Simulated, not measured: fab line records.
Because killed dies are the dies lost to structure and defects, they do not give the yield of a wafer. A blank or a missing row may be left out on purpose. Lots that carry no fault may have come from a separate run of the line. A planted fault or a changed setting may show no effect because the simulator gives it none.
Problem report, 8D (eight disciplines) form, completed by code ; flow nand-harc ; the parts of the form that need people (team, actions taken, sign-off) are left out

== 1. PROBLEM STATEMENT ==
Mean of heater-power-total-W at NHARC_A_BLC_SOFTBAKE_05: 166.89 W across 6 wafers in 2 lots; on wafers with no fault it is 188.43 W (standard deviation 0.13). That is -99 or more standard deviations from the usual mean.
The step: time 55 s.
First seen on wafer L887.1, day 22 06:00, on litho-track-01. Wafers with a number at this step in the record: 39, from 13 lots. Rule for "out", or "out of limits": more than 4 standard deviations from the usual mean. The other wafers with a number count as sound.

== 2. WHAT IT IS, AND WHAT IT ISN'T ==
question;is;is not
which readings at this step;heater-power-total-W;-
which lots;L885, L887;L864, L865, L866, L867, L869, L873, L875, L876, L877, L878, L880
which wafers of those lots;all that have a number;-
read on which tools;litho-track-01;litho-track-04, litho-track-06
when;from day 22 06:00;up to then (33 sound wafers)

== 3. SUSPECTS, AND WHAT RULES EACH OUT ==
Counting: a tool at any process step up to the reading remains a suspect when it ran all the lots that are out and ran no sound lot after the first of those.
- litho-track-01 at NHARC_A_BLC_SOFTBAKE_05 (time 55 s): kept. Every lot that is out went through it, starting with L887 (day 22 06:00), and after that it ran no sound lot; the last sound lot it ran before then is L880 (day 20 21:00). On those wafers its own readings are out: heater-power-total-W.
After counting, what remains is litho-track-01 at NHARC_A_BLC_SOFTBAKE_05.

== 4. THE CAUSE (what the simulator had put in) ==
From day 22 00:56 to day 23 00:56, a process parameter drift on litho-track-01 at NHARC_A_BLC_SOFTBAKE_05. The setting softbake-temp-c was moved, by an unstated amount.
Only this tool survived the counting.

== 5. SEQUENCE OF EFFECTS, ordered by route ==
Each row: a reading where the mean over the struck wafers with a number is more than 3 standard deviations away from the usual. Only readings for which the record gives a usual standard deviation are gone through. hours: the time from each lot's start at the first step in this table that gives one to its start at this step, as a median over the lots. sigmas: the change in usual standard deviations.
hours;step;reading;usual;on struck wafers;change;sigmas
0;NHARC_A_BLC_SOFTBAKE_05;heater-power-total-W;188.43 W;166.89;-21.54;-99 or more
It contains these process steps:
- NHARC_A_BLC_SOFTBAKE_05: time 55 s.
Later measuring or inspecting steps at which every struck wafer that the step has a row for has a number for every such reading, and none has moved that far: NHARC_A_BLC_OVL_MEAS_11.

== 6. WHAT WOULD HAVE CAUGHT IT SOONER ==
5 hours passed between the start of the fault at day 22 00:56 and the first reading out of limits in this record, taken at day 22 06:00.
